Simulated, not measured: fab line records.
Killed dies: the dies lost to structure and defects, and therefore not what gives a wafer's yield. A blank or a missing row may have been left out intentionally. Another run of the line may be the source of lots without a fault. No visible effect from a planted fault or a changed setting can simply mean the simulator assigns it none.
Chamber matching    flow nand harc    4 sister chambers for NHARC_A_CHANNEL_HOLE_D2_ETCH_44 on rie diel-13
The step etches the open film in CF4/O2, target depth 140 nm, overetch 14 nm, time 77 s. 16 wafers are shown with their chamber, then 8 later ones without.

EACH WAFER AND ITS CHAMBER
wafer   chamber  drypump motor current A (A)  rf vpp V (V)  oes product au (a.u.)
L292.1  1        5.3                          199.9         0.982
L292.2  0        5.8                          196.0         0.986
L292.6  2        5.5                          200.8         0.998
L296.1  2        5.5                          199.5         0.979
L296.3  0        5.8                          196.6         0.984
L296.6  3        6.1                          199.0         0.985
L295.2  1        5.2                          198.3         0.982
L295.3  2        5.5                          200.2         0.987
L295.4  0        5.8                          194.7         0.984
L297.4  3        6.0                          199.5         1.013
L297.5  0        5.8                          197.3         1.001
L297.6  1        5.2                          199.0         0.981
L298.1  2        5.5                          199.3         1.003
L298.2  0        5.8                          197.2         1.011
L298.5  1        5.3                          198.5         1.000
L310.1  3        6.0                          199.5         1.011

SIGNATURES (averages over the wafers above)
reading                  chamber 0  chamber 1  chamber 2  chamber 3  scatter within a chamber
drypump motor current A  5.800      5.250      5.500      6.033      0.0373
rf vpp V                 196.360    198.925    199.950    199.333    0.798
oes product au           0.99320    0.98625    0.99175    1.00300    0.0119
Rule: for a wafer and a chamber, the distance is found by dividing, reading by reading, the gap between the wafer's reading and the chamber's mean by the reading's scatter, squaring, summing and taking the root. The wafer belongs to the nearest chamber; if the next one is less than 2 further off, it can't be placed. The scatter is the square root of a quotient: the sum, over the shown wafers, of each reading's squared deviation from its chamber's mean, divided by wafers minus chambers.

WAFERS WITHOUT THEIR CHAMBER
wafer   drypump motor current A (A)  rf vpp V (V)  oes product au (a.u.)
L310.3  5.3                          197.9         0.987
L310.4  5.5                          198.1         1.006
L312.2  6.1                          199.6         1.005
L312.5  5.8                          195.5         0.998
L312.6  6.0                          200.5         1.002
L315.2  6.0                          199.9         1.004
L315.3  5.5                          199.1         1.000
L315.4  5.3                          198.6         0.992

CHAMBER TAKEN BY EACH
wafer   from the rows above  in truth
L310.3  1                    1
L310.4  2                    2
L312.2  3                    3
L312.5  0                    0
L312.6  3                    3
L315.2  3                    3
L315.3  2                    2
L315.4  1                    1
Correctly placed: 8 of 8. Not placeable from these rows: 0. Wrongly placed: 0.
